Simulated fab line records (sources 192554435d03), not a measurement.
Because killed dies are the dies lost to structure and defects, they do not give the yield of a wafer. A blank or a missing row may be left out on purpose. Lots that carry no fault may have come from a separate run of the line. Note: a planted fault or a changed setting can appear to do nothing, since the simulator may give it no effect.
Code-filled problem report in 8D (eight disciplines) form / flow n5_finfet / the parts of the form that need people (team, actions taken, sign-off) are left out

## 1. WHAT WENT WRONG
VT_P_LONG at N5_BEOL_M4_RC_MEAS_101 reads a mean of -286.4 mV on 3 wafers of 2 lots; wafers without a fault read -274.8 mV with a standard deviation of 2.3. Relative to the usual mean, that is a shift of -5.0 standard deviations.
The first sign was on wafer L894.2 at day 11 07:54, on prober-02. At this step, 27 wafers from 9 lots have a number in the record. Rule for "out" (also "out of limits"): further than 4 standard deviations from the usual mean. The other wafers with a number count as sound.

## 2. WHAT IT IS, AND WHAT IT ISN'T
question=which readings at this step | is=VT_P_LONG, IOFF_P_LONG, VT_P_LVT | is not=DIBL_N, DIBL_P, IOFF_N, ION_N, SS_N, SS_P, VT_N
question=which lots | is=L894, L895 | is not=L887, L889, L893, L897, L902, L903, L905
question=which wafers of those lots | is=L894.2, L894.6, L895.2 | is not=L894.4, L895.3, L895.4
question=read on which gauges | is=prober-02 | is not=prober-01
question=when | is=from day 11 07:54 | is not=up to then (10 sound wafers); but 14 sound wafers of L895, L897, L902, L903, L905 came after

## 3. WHAT RULES OUT EACH SUSPECT
Counting: if a tool at a process step up to the reading ran every lot that is out, it stays a suspect. Sound lots after the first of them don't rule it out here, since some wafers of a struck lot are sound.
- the gauge at N5_BEOL_M4_RC_MEAS_101: kept. All the wafers that are out were read on prober-02, and no step on other tools shows them out.
- rie_diel-04 at N5_HKMG_FIN_DESCUM_53 (chemistry O2, time 7.9 s): kept. It processed each lot that is out (first: L894, day 7 07:37); up to then, its last sound lot is L893 (day 7 00:41).
- ald_metal-01 at N5_HKMG_FIN_ALD_36 (deposits TiN, target thk 1 nm, pulse time 1 s, purge time 3 s): kept. It processed each lot that is out (first: L894, day 7 09:46); up to then, its last sound lot is L893 (day 7 02:51).
- Within ald_metal-01 at N5_HKMG_FIN_ALD_36, the wafers that are out were processed in chamber 3 and their sound lot-mates in chamber 0.
rie_diel-04 at N5_HKMG_FIN_DESCUM_53, ald_metal-01 at N5_HKMG_FIN_ALD_36 and prober-02 at N5_BEOL_M4_RC_MEAS_101 are what is left after counting.

## 4. THE CAUSE (what the simulator had put in)
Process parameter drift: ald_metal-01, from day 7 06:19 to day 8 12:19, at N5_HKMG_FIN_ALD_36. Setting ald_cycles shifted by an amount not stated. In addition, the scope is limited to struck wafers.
This tool is one of the 3 suspects left after counting.

## 5. THE EFFECT CHAIN, in route order
Each row: a reading where the mean over the struck wafers with a number is more than 3 standard deviations away from the usual. Only readings whose record carries a usual standard deviation are examined. hours: median over the lots of the time between each lot's start at the first step of this table that gives one and its start at this step. sigmas: the change, counted in usual standard deviations.
hours=0; step=N5_BEOL_M4_RC_MEAS_101; reading=IOFF_P; usual=0.214 nA/um; on struck wafers=0.139; change=-0.075; sigmas=-3.1
hours=0; step=N5_BEOL_M4_RC_MEAS_101; reading=IOFF_P_85C; usual=3.7 nA/um; on struck wafers=2.6; change=-1.1; sigmas=-3.2
hours=0; step=N5_BEOL_M4_RC_MEAS_101; reading=IOFF_P_LIN; usual=0.101 nA/um; on struck wafers=0.067; change=-0.034; sigmas=-3.8
hours=0; step=N5_BEOL_M4_RC_MEAS_101; reading=IOFF_P_LONG; usual=0.000107 nA/um; on struck wafers=0.000079; change=-0.000028; sigmas=-4.6
hours=0; step=N5_BEOL_M4_RC_MEAS_101; reading=ION_P; usual=461 uA/um; on struck wafers=438; change=-23; sigmas=-3.9
hours=0; step=N5_BEOL_M4_RC_MEAS_101; reading=VT_P; usual=-250.0 mV; on struck wafers=-260.6; change=-10.6; sigmas=-4.6
hours=0; step=N5_BEOL_M4_RC_MEAS_101; reading=VT_P_LONG; usual=-274.8 mV; on struck wafers=-286.4; change=-11.6; sigmas=-5.0
hours=0; step=N5_BEOL_M4_RC_MEAS_101; reading=VT_P_LVT; usual=-98.8 mV; on struck wafers=-109.7; change=-10.9; sigmas=-4.5

## 6. HOW IT WOULD HAVE BEEN CAUGHT EARLIER
Counted from the fault's start at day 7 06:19, it took 98 hours until the first out-of-limits reading at a measuring or inspecting step in this record, taken at day 11 07:54.
No tool reading at N5_HKMG_FIN_ALD_36 that has a usual standard deviation in the record was out on any struck wafer, so an alarm limit of 4 standard deviations on those readings would not have fired.
Lots out: 2; all had begun N5_HKMG_FIN_ALD_36 on ald_metal-01 by day 11 07:54. Tool hold at that time: it would have spared none of them.
